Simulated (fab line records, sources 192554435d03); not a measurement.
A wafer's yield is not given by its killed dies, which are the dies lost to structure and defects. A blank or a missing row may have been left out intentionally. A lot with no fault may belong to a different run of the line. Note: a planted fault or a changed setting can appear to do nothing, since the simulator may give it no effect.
Chamber matching	flow n5-finfet	N5_BEOL_M6_ETCH_72 on rie-diel-03 has 4 sister chambers
The step etches underlayer in N2/H2, target depth 6.5 nm, time 5.2 s. 4 wafers are shown with their chamber, then 7 later ones without.

WAFERS WITH THEIR CHAMBER
wafer	chamber	showerhead-plenum-p-Torr (Torr)
L081.4	3	2.50
L081.6	1	2.49
L092.2	0	2.41
L092.4	2	2.67

WAFERS WITHOUT THEIR CHAMBER
wafer	showerhead-plenum-p-Torr (Torr)
L092.6	2.49
L094.1	2.49
L094.2	2.41
L094.4	2.67
L090.2	2.41
L090.4	2.67
L090.6	2.48

THE CHAMBER EACH PASSED THROUGH
wafer	from the rows above	in truth
L092.6	1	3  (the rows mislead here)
L094.1	1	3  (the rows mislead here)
L094.2	0	0
L094.4	2	2
L090.2	0	0
L090.4	2	2
L090.6	1	1
Placed correctly: 5 of 7. Left unplaced by these rows: 0. Wrongly placed: 2.
How it was worked out, from the rows above alone: a wafer's distance from a chamber is the root of the sum, over the readings, of the square of ((its reading less the chamber's mean) divided by the reading's scatter). If the next closest chamber is less than 2 further off than the closest, the wafer can't be placed; otherwise it belongs to the closest. The mean given for a chamber averages the wafers shown for that chamber. The scatter: root of mean squared gap, hidden wafer to nearest shown wafer, with one shown wafer a chamber.
